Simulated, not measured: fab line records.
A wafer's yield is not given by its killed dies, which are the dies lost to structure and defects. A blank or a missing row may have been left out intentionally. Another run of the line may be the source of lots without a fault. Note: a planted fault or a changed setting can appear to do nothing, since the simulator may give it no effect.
Which of the tools did it? -- flow n5Finfet -- 36 wafers from 12 lots sampled at 6 of the route's 1938 steps

## WHAT THE GAUGES READ, wafer by wafer
N5_MOL_CONTACT_COAG_CD_MEAS_08: target cd 28 nm.
lot,measured,on,cdNm (nm)
L075,day 4 21:41,cdSem-01,28.23 27.97 27.90
L077,day 5 13:03,cdSem-02,27.76 27.78 28.10
L079,day 6 03:26,cdSem-02,27.73 28.33 28.44
L081,day 6 09:09,cdSem-01,28.12 27.98 28.06
L083,day 6 22:08,cdSem-02,27.64 27.91 27.65
L085,day 7 09:41,cdSem-03,28.07 28.14 28.25
L087,day 8 01:43,cdSem-02,28.36 27.91 27.76
L089,day 8 09:41,cdSem-03,27.92 27.77 27.78
L091,day 8 22:13,cdSem-02,27.92 28.16 27.74
L093,day 9 08:50,cdSem-02,28.10 28.11 28.16
L095,day 10 02:26,cdSem-02,28.25 28.05 28.36
L097,day 10 11:43,cdSem-03,28.49 28.20 28.29

## TOOL THAT RAN EACH LOT (tool first, then ch and the chambers of the sampled wafers, then the start)
lot,N5_GATE_CUT_VAPOR_ETCH_60,N5_GATE_CUT_PECVD_57,N5_GATE_CUT_ETCH_36,N5_GATE_CUT_VAPOR_ETCH_51,N5_GATE_CUT_CMP_23
L075,"rieMetal-02 ch 0, day 4 14:17","pecvd-04 ch 0,2, day 4 16:52","rieDiel-03 ch 1,3, day 4 17:55","rieMetal-01 ch 0,1, day 4 18:29","cmp-02 ch 1,3, day 4 20:14"
L077,"rieMetal-03 ch 0,1, day 5 03:24","pecvd-01 ch 0,1,2, day 5 07:52","rieDiel-06 ch 0,3, day 5 08:55","rieMetal-03 ch 0,1, day 5 09:34","cmp-02 ch 1,2, day 5 11:35"
L079,"rieMetal-01 ch 0,1, day 5 19:53","pecvd-04 ch 0,1, day 5 22:36","rieDiel-03 ch 0,3, day 5 23:31","rieMetal-01 ch 0,1, day 6 00:06","cmp-03 ch 0,2,3, day 6 02:08"
L081,"rieMetal-02 ch 0,1, day 6 02:01","pecvd-01 ch 0,1,2, day 6 04:36","rieDiel-03 ch 0,2,3, day 6 05:32","rieMetal-01 ch 0,1, day 6 06:07","cmp-02 ch 1,2, day 6 07:51"
L083,"rieMetal-03 ch 0,1, day 6 14:49","pecvd-03 ch 0,1, day 6 17:28","rieDiel-03 ch 0,2,3, day 6 18:23","rieMetal-02 ch 0,1, day 6 18:58","cmp-03 ch 0,1,2, day 6 20:52"
L085,"rieMetal-02 ch 1, day 7 02:07","pecvd-01 ch 0,1,2, day 7 04:54","rieDiel-03 ch 1,2,3, day 7 06:04","rieMetal-03 ch 0,1, day 7 06:39","cmp-04 ch 1,2, day 7 08:23"
L087,"rieMetal-02 ch 0,1, day 7 17:46","pecvd-04 ch 0,2, day 7 20:20","rieDiel-05 ch 1,3, day 7 21:55","rieMetal-02 ch 0,1, day 7 22:29","cmp-03 ch 0,1, day 8 00:15"
L089,"rieMetal-03 ch 1, day 8 01:56","pecvd-01 ch 0,1,2, day 8 04:39","rieDiel-03 ch 0,1,3, day 8 05:41","rieMetal-03 ch 1, day 8 06:31","cmp-04 ch 1,2,3, day 8 08:14"
L091,"rieMetal-03 ch 0,1, day 8 12:53","pecvd-01 ch 0,2, day 8 16:35","rieDiel-06 ch 2,3, day 8 18:20","rieMetal-01 ch 0,1, day 8 18:55","cmp-03 ch 0,2,3, day 8 20:37"
L093,"rieMetal-03 ch 0,1, day 9 01:30","pecvd-03 ch 0,2, day 9 04:04","rieDiel-03 ch 0,3, day 9 05:07","rieMetal-02 ch 0,1, day 9 05:41","cmp-04 ch 0,3, day 9 07:23"
L095,"rieMetal-01 ch 0,1, day 9 18:04","pecvd-04 ch 0,1, day 9 20:46","rieDiel-06 ch 0,2,3, day 9 21:50","rieMetal-03 ch 1, day 9 22:40","cmp-03 ch 0,1,2, day 10 00:59"
L097,"rieMetal-02 ch 0,1, day 10 04:22","pecvd-01 ch 0,2, day 10 06:55","rieDiel-05 ch 1,2, day 10 08:01","rieMetal-02 ch 0,1, day 10 08:37","cmp-02 ch 0,3, day 10 10:22"
- N5_GATE_CUT_VAPOR_ETCH_60: etches HfO2 in BCl3/Cl2.
- N5_GATE_CUT_PECVD_57: deposits SiNx from SiH4/NH3/N2, target thk 21 nm.
- N5_GATE_CUT_ETCH_36: etches SiARC in CF4, target depth 13 nm, time 21.7 s.
- N5_GATE_CUT_VAPOR_ETCH_51: etches HfO2 in BCl3/Cl2.
- N5_GATE_CUT_CMP_23: polishes, stops on SiO2, t overpolish 23.4 s, target thk 16 nm.

## THE ANSWER, worked out from the rows above alone
Rule: usual is defined by the lots themselves. The widest of any qualifying gaps counts: lots, ordered by their means at a reading, are off when they make up no more than a third of the lots, leave a main group of 4 or more, and stand apart from it by 3 or more times the standard deviation of that group's means. Not used: any main group whose means are identical at the precision the tables above print for the reading. A lot without any number at a reading at which 4 lots or more have one is off too. All remaining lots with rows at the step are treated as sound.
No lot is off at any reading shown: from this, nothing can be told.

## WHAT THE SIMULATOR PUT IN
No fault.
